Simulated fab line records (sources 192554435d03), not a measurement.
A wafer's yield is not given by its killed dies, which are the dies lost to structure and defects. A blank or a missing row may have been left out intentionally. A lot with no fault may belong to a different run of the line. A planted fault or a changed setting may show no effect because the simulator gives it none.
fab line records	flow n5Finfet
record: lots: 10	wafers: 28	lastDay: 20
route steps=1938 shown GATE_CUT@511 MOL_CONTACT_COAG@526 BEOL_M4@1111 PASSIVATION@1936
lots with no fault: from the same line, run without faults
startH: start of the lot's first displayed wafer, in hours after the record's first day	waitH: hours from the lot's prior step to this one	" the same as in the row above	L1.1+2: one row covering several wafers at once	- either no value or no given start	* or withheld: withheld	< > ~ a bound
route shown NAME@n: names a module that has steps shown in the file, with the first one's number in the route	usual: mean/standard deviation of fault-free wafers	same: alike in all rows	chamber/n: place in a boat	sites: readings site by site	_std_site: standard deviation of those values	_edge_site: mean of outer sites minus mean of inner sites	radiusMm: how far each site lies from the wafer's centre	mask NAME#n: copy n	behind: the last tool/chamber to shape the wafer	hold: cause of the lot's hold/its duration in hours/its outcome	device: the transistor (n, p or np) that didn't switch	end of line: the same wafers' tests at the end of the route	step lacking rows: just its recipe	killed: dies that structure and defects cost at the first sort, which is not the same as the wafer's yield	map: the dies of a wafer, with x for killed, . for not killed, _ for no die there
set.NAME: the setting that was run; set.NAME@STEP: the one run at that earlier step	model.NAME: the simulator's own value behind a step, which no gauge read
the route's steps for a sample of lots (tables are steps, rows are wafers)
services: the hour from which a tool's chamber was out of use, counted from the record's first day as startH (under 0 if before that day), plus the number of hours and why
== steps ==
step: N5_GATE_CUT_CMP_23
recipe: stopOn: SiO2	tOverpolishS: 23.4	postCmpClean: alkalineBrush	downForcePsi: 2.5	platenRpm: 51.8	padVelocityMS: 1.0307	targetThkNm: 16
usual: motorCurrentA: 9.3/1.1	overpolishRunS: 23.400/0.0099	retainingRingPressureFrac: 1.000/0.005	timeToEndpointS: 18.9/2.1
lot.wafer	tool	chamber	startH	waitH	motorCurrentA	overpolishRunS	retainingRingPressureFrac	timeToEndpointS
L369.3	cmp-02	2	103.68	0.8	10.1	23.418	1.007	20.4
L369.4	"	0	"	"	11.1	23.406	1.007	20.4
L369.5	"	3	"	"	10.4	23.396	0.992	19.8
L370.4	cmp-01	3	110.13	0.0	8.1	23.395	1.001	22.3
L370.3	"	0	"	"	10.6	23.392	0.998	17.2
L370.5	"	3	"	"	8.6	23.386	1.006	17.5
L373.4	cmp-04	0	123.76	0.1	8.4	23.404	1.000	20.0
L373.2	"	1	"	"	7.3	23.390	1.003	16.6
L373.6	"	3	"	"	10.6	23.395	0.995	18.1
L374.3	cmp-02	2	132.66	0.8	9.6	23.396	1.001	17.9
L374.2	"	0	"	"	11.0	23.403	1.002	18.2
L374.5	"	1	"	"	8.5	23.400	1.001	17.9
L383.1	cmp-04	3	182.34	0.9	11.0	23.415	1.006	16.9
L383.6	"	0	"	"	8.6	23.392	1.004	19.8
L384.3	cmp-02	3	188.06	0.8	10.2	23.394	0.997	19.5
L384.5	"	1	"	"	9.0	23.394	0.999	17.0
L386.3	cmp-02	0	199.82	0.8	10.9	23.403	1.006	17.4
L386.5	"	3	"	"	10.7	23.407	0.991	18.2
L386.6	"	0	"	"	11.2	23.404	1.005	18.9
L387.3	cmp-04	2	208.32	0.8	9.2	23.373	1.001	18.2
L387.2	"	3	"	"	10.3	23.400	0.998	17.8
L387.6	"	0	"	"	8.5	23.409	1.003	16.8
L389.2	cmp-01	1	217.05	0.8	7.5	23.391	0.998	17.8
L389.1	"	2	"	"	10.7	23.403	1.003	21.1
L389.4	"	3	"	"	8.5	23.384	0.995	17.8
L390.3	cmp-02	1	222.66	0.9	8.9	23.418	0.999	20.1
L390.5	"	2	"	"	9.3	23.411	1.003	19.4
L390.6	"	3	"	"	10.0	23.400	1.005	20.2
step: N5_GATE_CUT_THK_MEAS_24
recipe: reads: SiO2_of_GATE_CUT_HM_DEP_46+SiO2_flowable_of_ILD0_FCVD_FILL_01
usual: GC_FILL_THK: 219.9/2.1
lot.wafer	tool	chamber	startH	waitH	GC_FILL_THK[nm]
L369.3	filmMetro-01	-	103.97	-	218.2
L369.4	"	-	"	"	217.9
L369.5	"	-	"	"	221.6
L370.3	filmMetro-01	-	110.43	-	215.4
L370.4	"	-	"	"	219.4
L370.5	"	-	"	"	219.4
L373.2	filmMetro-01	-	123.97	-	218.8
L373.4	"	-	"	"	220.3
L373.6	"	-	"	"	219.7
L374.2	filmMetro-01	-	132.92	-	218.2
L374.3	"	-	"	"	219.0
L374.5	"	-	"	"	219.4
L383.1	filmMetro-02	-	182.52	-	220.8
L383.6	"	-	"	"	219.8
L384.3	filmMetro-02	-	188.28	-	219.4
L384.5	"	-	"	"	220.5
L386.3	filmMetro-01	-	200.08	-	222.4
L386.5	"	-	"	"	225.3
L386.6	"	-	"	"	223.0
L387.2	filmMetro-01	-	208.53	-	218.0
L387.3	"	-	"	"	216.5
L387.6	"	-	"	"	217.9
L389.1	filmMetro-02	-	217.31	-	219.1
L389.2	"	-	"	"	219.6
L389.4	"	-	"	"	221.8
L390.3	filmMetro-01	-	222.84	-	220.9
L390.5	"	-	"	"	222.5
L390.6	"	-	"	"	221.8
step: N5_MOL_CONTACT_COAG_CD_MEAS_08
recipe: targetCdNm: 28	landingEnergyEv: 500	detector: seInlens	polarity: opening
usual: cdNm: 28.06/0.26
lot.wafer	tool	chamber	startH	waitH	cdNm
L369.3	cdSem-03	0	105.14	-	28.42
L369.4	"	0	"	"	27.71
L369.5	"	0	"	"	28.60
L370.3	cdSem-03	0	111.59	-	27.60
L370.4	"	0	"	"	28.24
L370.5	"	0	"	"	27.51
L373.2	cdSem-03	0	125.14	-	28.24
L373.4	"	0	"	"	28.13
L373.6	"	0	"	"	27.92
L374.2	cdSem-03	0	134.08	-	27.98
L374.3	"	0	"	"	28.02
L374.5	"	0	"	"	27.85
L383.1	cdSem-01	0	183.56	-	27.66
L383.6	"	0	"	"	27.85
L384.3	cdSem-03	0	189.35	-	27.94
L384.5	"	0	"	"	27.75
L386.3	cdSem-02	0	201.12	-	28.35
L386.5	"	0	"	"	28.21
L386.6	"	0	"	"	28.61
L387.2	cdSem-02	0	209.70	-	28.62
L387.3	"	0	"	"	27.72
L387.6	"	0	"	"	28.13
L389.1	cdSem-01	0	218.35	-	27.66
L389.2	"	0	"	"	27.98
L389.4	"	0	"	"	28.01
L390.3	cdSem-03	0	223.88	-	27.80
L390.5	"	0	"	"	27.99
L390.6	"	0	"	"	28.14
step: N5_MOL_CONTACT_COAG_ETCH_59
recipe: chemistry: N2/H2	target: underlayer	targetDepthA: 130	maskMaterial: CAR-EUV	timeS: 10.4	ionEnergyEv: 200	pressureMtorr: 30	sourceW: 840	biasW: 150	n2FlowSccm: 200	h2FlowSccm: 200	ends: cleared
usual: biasW: 150.0/0.44	drypumpMotorCurrentA: 5.8/0.53	etchRfOnTimeS: 10.37/0.27	oesProductAu: 0.63/0.064	rfVppV: 524.0/2.8	showerheadPlenumPTorr: 2.55/0.096	throttleValvePct: 17.9/0.31
lot.wafer	tool	chamber	startH	waitH	biasW	drypumpMotorCurrentA	etchRfOnTimeS	oesProductAu	rfHoursCounterH	rfVppV	showerheadPlenumPTorr	throttleValvePct
L369.3	rieDiel-06	2	105.60	0.0	149.8	6.1	10.48	0.59	195	526.8	2.64	18.0
L369.4	"	3	"	"	149.3	6.7	10.67	0.61	196	525.5	2.63	17.9
L369.5	"	0	"	"	150.4	5.9	10.37	0.65	-	525.8	2.64	18.0
L370.3	rieDiel-06	2	111.88	0.0	150.0	6.1	10.55	0.60	197	527.1	2.64	18.0
L370.4	"	3	"	"	149.8	6.8	10.74	0.60	199	526.0	2.63	17.9
L370.5	"	2	"	"	150.0	6.1	10.55	0.60	-	525.4	2.64	18.0
L373.2	rieDiel-03	3	125.29	0.0	149.9	6.1	10.61	0.58	213	520.6	2.41	17.7
L373.4	"	0	"	"	150.0	4.9	10.49	0.58	235	522.4	2.51	17.8
L373.6	"	1	"	"	150.5	6.0	9.95	0.68	-	525.3	2.66	18.4
L374.2	rieDiel-02	3	134.24	0.0	149.5	6.3	10.31	0.63	164	520.4	2.44	17.6
L374.3	"	2	"	"	149.8	5.2	10.28	0.60	225	522.7	2.49	17.8
L374.5	"	1	"	"	150.5	5.5	10.60	0.62	-	523.2	2.54	18.3
L383.1	rieDiel-02	0	183.72	0.0	149.7	6.1	9.90	0.82	16	528.1	2.71	17.2
L383.6	"	2	"	"	150.4	5.2	12.53	0.52	-	524.4	2.48	17.8
L384.3	rieDiel-02	3	189.81	0.0	150.4	6.4	12.66	0.56	183	520.6	2.43	17.6
L384.5	"	0	"	"	150.5	6.1	9.95	0.81	-	527.6	2.71	17.2
L386.3	rieDiel-02	3	201.27	0.0	149.9	6.4	12.86	0.55	187	521.1	2.43	17.6
L386.5	"	2	"	"	150.1	5.2	10.27	0.59	-	523.4	2.48	17.8
L386.6	"	3	"	"	149.4	6.4	12.70	0.55	-	521.2	2.43	17.6
L387.2	rieDiel-06	0	209.88	0.0	149.7	5.9	10.64	0.62	198	526.5	2.63	18.1
L387.3	"	3	"	"	150.8	6.8	10.73	0.59	231	526.4	2.62	17.9
L387.6	"	1	"	"	150.1	5.2	10.35	0.59	-	526.4	2.62	17.8
L389.1	rieDiel-03	0	218.50	0.0	149.8	4.9	10.01	0.79	11	523.6	2.50	17.4
L389.2	"	2	"	"	150.2	5.6	10.76	0.61	190	520.8	2.42	17.9
L389.4	"	1	"	"	149.3	5.9	9.93	0.67	173	524.6	2.64	18.4
L390.3	rieDiel-03	1	224.46	0.0	150.0	5.9	9.91	0.66	175	527.2	2.64	18.5
L390.5	"	3	"	"	150.6	6.1	10.38	0.57	-	520.7	2.40	17.8
L390.6	"	0	"	"	150.0	4.9	9.89	0.80	-	522.4	2.50	17.5
step: N5_BEOL_M4_RC_MEAS_101
usual: DIBL_N: 36.3/1.6	DIBL_P: 36.4/2.1	IOFF_N: 0.16/0.032	IOFF_P: 0.22/0.044	ION_N: 675/12	ION_P: 463/8.3	SS_N: 71.6/0.64	SS_P: 73.3/0.67	VT_N: 250/3.3	VT_P: -250/3.7
lot.wafer	tool	chamber	startH	waitH	DIBL_N[mV/V]	DIBL_P[mV/V]	IOFF_N[nA/um]	IOFF_P[nA/um]	ION_N[uA/um]	ION_P[uA/um]	SS_N[mV/dec]	SS_P[mV/dec]	VT_N[mV]	VT_P[mV]
L369.3	prober-01	0	209.26	0.3	37.6	38.7	0.17	0.21	675	462	72.0	73.9	248	-250
L369.4	"	0	"	"	35.8	35.3	0.13	0.16	672	452	71.6	72.1	252	-256
L369.5	"	0	"	"	35.0	35.0	0.12	0.16	666	455	70.9	72.7	252	-255
L370.3	prober-02	0	226.43	0.3	38.8	38.2	0.18	0.23	684	466	71.7	73.9	252	-247
L370.4	"	0	"	"	35.0	33.1	0.12	0.16	666	455	70.6	73.1	256	-255
L370.5	"	0	"	"	36.4	35.1	0.15	0.20	686	464	71.9	73.5	251	-251
L373.2	prober-01	0	231.91	0.2	35.5	36.4	0.16	0.22	679	465	71.4	73.5	248	-251
L373.4	"	0	"	"	35.7	36.0	0.15	0.21	668	457	71.8	72.9	251	-248
L373.6	"	0	"	"	34.7	34.5	0.13	0.18	663	451	71.7	73.5	253	-250
L374.2	prober-01	0	252.46	0.2	36.8	38.9	0.19	0.26	690	472	71.3	74.1	249	-248
L374.3	"	0	"	"	36.9	38.7	0.19	0.26	682	471	71.8	73.6	249	-248
L374.5	"	0	"	"	37.2	40.1	0.20	0.29	697	486	71.9	74.9	247	-245
L384.3	prober-01	0	308.73	0.3	38.0	37.5	0.20	0.26	699	471	72.3	74.3	246	-244
L384.5	"	0	"	"	34.7	33.5	0.13	0.18	674	461	71.4	74.0	251	-251
L383.1	prober-02	0	309.94	0.0	36.4	36.7	0.16	0.23	685	475	71.0	73.9	249	-249
L383.6	"	0	"	"	35.0	33.9	0.14	0.20	676	463	71.5	72.5	251	-248
L386.3	prober-02	0	317.36	0.3	34.3	32.5	0.10	0.13	642	435	70.7	72.8	257	-258
L386.5	"	0	"	"	34.8	33.8	0.12	0.14	676	460	71.0	73.8	253	-256
L386.6	"	0	"	"	33.7	31.3	0.09	0.12	651	442	70.2	71.9	258	-259
L387.2	prober-01	0	321.76	0.2	34.4	34.3	0.15	0.21	678	465	71.0	72.0	246	-247
L387.3	"	0	"	"	35.5	36.6	0.17	0.25	699	479	72.3	73.0	247	-246
L387.6	"	0	"	"	38.4	40.4	0.24	0.32	690	468	72.9	74.0	243	-243
L389.1	prober-02	0	354.48	0.0	35.4	36.1	0.13	0.16	665	456	71.8	72.6	254	-253
L389.2	"	0	"	"	34.7	35.6	0.13	0.16	662	456	71.1	73.2	252	-256
L389.4	"	0	"	"	40.7	41.8	0.24	0.26	697	463	73.0	74.2	245	-247
L390.3	prober-01	0	381.41	0.3	35.7	34.9	0.15	0.21	665	459	71.9	72.9	250	-250
L390.5	"	0	"	"	37.1	36.6	0.17	0.23	670	462	72.6	73.0	248	-248
L390.6	"	0	"	"	35.8	35.0	0.15	0.21	680	463	72.4	72.9	253	-251
step: N5_PASSIVATION_PROBE_49
usual: defectLimitedYield: 91.4/1.2	killed_at_M0_to_M3: 35/11	killed_at_M4_up: 14/6	killedAtContacts: 12/6.7	killedAtFrontEnd: 37/9.7	killedAtOther: 3.5/2.5	killedDies: 102/15	killedOpen: 67/12	killedShort: 33/7.3	sort_bin_5_function: 5.1/0.81	sort_bin_6_memory: 3.2/0.65	sort_bin_8_speed: 0.00/0.021	sortNPass: 1078/15	sortYieldPct: 91.4/1.2
same: grossDies: 1180	killedAtBackSide: 0	sort_bin_4_leakage[%]: 0
lot.wafer	tool	chamber	startH	waitH	defectLimitedYield[%]	killed_at_M0_to_M3	killed_at_M4_up	killedAtContacts	killedAtFrontEnd	killedAtOther	killedDies	killedOpen	killedShort	sort_bin_5_function[%]	sort_bin_6_memory[%]	sort_bin_8_speed[%]	sortNPass	sortYieldPct[%]
L369.3	prober-01	-	318.45	0.1	91.3	49	11	7	35	1	103	64	37	5.2	3.2	0	1077	91.3
L369.4	prober-01	-	318.50	0.2	91.3	29	16	17	41	0	103	67	35	5.2	3.3	0	1077	91.3
L369.5	prober-01	-	318.55	0.2	90.0	33	14	7	57	7	118	82	36	5.6	4.2	0	1062	90.0
L387.2	prober-02	-	414.35	0.1	92.7	23	11	7	39	6	86	56	26	4.9	2.1	0	1094	92.7
L387.3	prober-02	-	414.40	0.1	91.4	24	6	4	61	7	102	69	33	4.5	3.7	0	1078	91.4
L387.6	prober-02	-	414.55	0.3	90.8	32	12	6	57	1	108	74	31	5.5	3.2	0	1072	90.8
L383.1	prober-01	-	422.01	0.0	92.3	36	7	16	29	3	91	59	32	4.6	2.8	0	1089	92.3
L383.6	prober-01	-	422.26	0.3	93.1	25	19	4	30	3	81	50	29	4.2	2.6	0	1099	93.1
L389.1	prober-01	-	463.58	0.0	92.6	38	17	2	26	4	87	56	31	4.8	2.3	0	1093	92.6
L389.2	prober-01	-	463.63	0.1	90.6	60	9	5	33	4	111	77	34	5.0	4.0	0	1069	90.6
L389.4	prober-01	-	463.73	0.2	93.6	34	12	6	22	2	76	52	23	3.5	2.8	0	1104	93.6
killed by level:class
L369.3 BEOL_M0_SAQP:geometricParticle:short=11 BEOL_M1:geometricParticle:open=11 BEOL_M3:geometricParticle:open=8 BEOL_M0_SAQP:geometricParticle:open=7 GATE_CUT:geometricParticle:short=6 MOL_CONTACT_COAG:geometricParticle:open=6 FIN_SAQP:geometricParticle:open=5 STI_FIN_REVEAL:geometricParticle:open=5
L369.4 MOL_CONTACT_COAG:geometricParticle:open=14 FIN_SAQP:geometricParticle:short=13 BEOL_M1:geometricParticle:open=10 BEOL_M3:geometricParticle:open=10 BEOL_M4:geometricParticle:open=9 FIN_SAQP:geometricParticle:open=4 STARTING-WAFER:geometricParticle:open=4 FIN_CUT:geometricParticle:short=4
L369.5 FIN_SAQP:geometricParticle:short=12 FIN_SAQP:geometricParticle:open=12 BEOL_M0_SAQP:geometricParticle:open=10 BEOL_M1:geometricParticle:open=10 STI_FIN_REVEAL:geometricParticle:open=7 MOL_CONTACT_COAG:geometricParticle:open=7 BEOL_M0_SAQP:geometricParticle:short=7 BEOL_M4:geometricParticle:open=6
L387.2 FIN_SAQP:geometricParticle:open=15 BEOL_M2:geometricParticle:open=9 FIN_SAQP:geometricParticle:short=5 DUMMY_GATE:geometricParticle:open=5 MOL_CONTACT_COAG:geometricParticle:open=5 BEOL_M4:geometricParticle:open=4 MIM_TOP_ETCH:coatMicrobubblePrinted=4 GATE_CUT:geometricParticle:short=3
L387.3 FIN_SAQP:geometricParticle:open=31 BEOL_M1:geometricParticle:open=8 FIN_SAQP:geometricParticle:short=6 DUMMY_GATE:geometricParticle:open=6 GATE_CUT:geometricParticle:short=5 BEOL_M3:geometricParticle:open=5 MOL_CONTACT_COAG:geometricParticle:open=4 BEOL_M3:geometricParticle:short=4
L387.6 FIN_SAQP:geometricParticle:open=29 BEOL_M0_SAQP:geometricParticle:short=7 FIN_SAQP:geometricParticle:short=6 DUMMY_GATE:geometricParticle:open=6 BEOL_M2:geometricParticle:open=6 MOL_CONTACT_COAG:geometricParticle:open=6 BEOL_M0_SAQP:geometricParticle:open=6 BEOL_M3:geometricParticle:short=6
L383.1 BEOL_M0_SAQP:geometricParticle:open=14 MOL_CONTACT_COAG:geometricParticle:open=12 BEOL_M0_SAQP:geometricParticle:short=8 BEOL_M1:geometricParticle:open=6 DUMMY_GATE:geometricParticle:open=4 MOL_CONTACT_COAG:geometricParticle:short=4 GATE_CUT:geometricParticle:open=4 BEOL_M3:geometricParticle:open=4
L383.6 BEOL_M0_SAQP:geometricParticle:short=8 FIN_SAQP:geometricParticle:open=7 STI_FIN_REVEAL:geometricParticle:open=6 BEOL_M0_SAQP:geometricParticle:open=6 BEOL_M4:geometricParticle:open=6 FIN_SAQP:geometricParticle:short=5 BEOL_M3:geometricParticle:open=3 DUMMY_GATE:geometricParticle:open=3
L389.1 BEOL_M3:geometricParticle:open=8 FIN_SAQP:geometricParticle:short=6 BEOL_M1:geometricParticle:open=6 BEOL_M0:geometricParticle:open=5 BEOL_M2:geometricParticle:open=5 BEOL_M8:geometricParticle:open=5 STI_FIN_REVEAL:geometricParticle:open=4 DUMMY_GATE:geometricParticle:open=4
L389.2 BEOL_M3:geometricParticle:open=17 BEOL_M2:geometricParticle:open=13 FIN_SAQP:geometricParticle:open=11 BEOL_M0_SAQP:geometricParticle:short=11 FIN_SAQP:geometricParticle:short=5 MOL_CONTACT_COAG:geometricParticle:open=5 BEOL_M0_SAQP:geometricParticle:open=5 BEOL_M0:geometricParticle:open=4
L389.4 BEOL_M2:geometricParticle:open=9 BEOL_M4:geometricParticle:open=7 MOL_CONTACT_COAG:geometricParticle:open=6 BEOL_M0_SAQP:geometricParticle:open=6 BEOL_M0_SAQP:geometricParticle:short=4 BEOL_M0:geometricParticle:open=4 STARTING-WAFER:geometricParticle:short=4 FIN_SAQP:geometricParticle:short=3
== services ==
tool	chamber	startH	hours	kind
cmp-02	-	93.51	5.2	pm
cmp-04	-	108.72	1.5	repair
cmp-04	-	113.44	0.4	repair
rieDiel-02	0	115.19	-	clean
rieDiel-02	0	115.19	-	consumableReplace:focusRing
rieDiel-02	0	115.19	-	consumableReplace:showerhead
rieDiel-02	0	115.19	21.1	scheduledDown
rieDiel-02	0	115.19	21.1	ventCycle
rieDiel-06	0	119.41	1.3	repair
rieDiel-03	2	127.70	2.8	repair
cmp-01	-	141.47	0.4	repair
cmp-02	-	145.46	1.4	repair
cmp-04	-	150.34	4.0	pm
cmp-02	-	152.79	4.0	pm
cmp-02	-	156.79	-	consumableReplace:conditioner
cmp-02	-	156.79	-	consumableReplace:pad
cmp-04	-	161.70	6.2	pm
cmp-04	-	173.15	0.2	repair
rieDiel-02	2	187.41	4.7	repair
rieDiel-06	2	204.99	5.7	repair
rieDiel-02	0	209.63	4.7	repair
rieDiel-02	2	215.22	8.0	repair
rieDiel-02	2	223.32	-	clean
rieDiel-02	2	223.32	-	consumableReplace:focusRing
== key ==
firstSign: step: N5_MOL_CONTACT_COAG_ETCH_59	reading: etchRfOnTimeS	direction: up	sigmas: 8.7	usual: *	struck: *
effect none on later readings
metAt N5_MOL_CONTACT_COAG_ETCH_59
struckLots L383,L384,L386
struckWafers L383.6,L384.3,L386.3,L386.6
notActingAt N5_GATE_CUT_CMP_23,N5_GATE_CUT_THK_MEAS_24,N5_MOL_CONTACT_COAG_CD_MEAS_08
onsetBetween 134.24 183.72
fault: kind: processParameterDrift	tool: rieDiel-02	chamber: -	onsetH: 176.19	steps: N5_MOL_CONTACT_COAG_ETCH_59	channel: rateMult	offset: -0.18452	shape: step	endH: 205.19	scope: struckWafersOnly
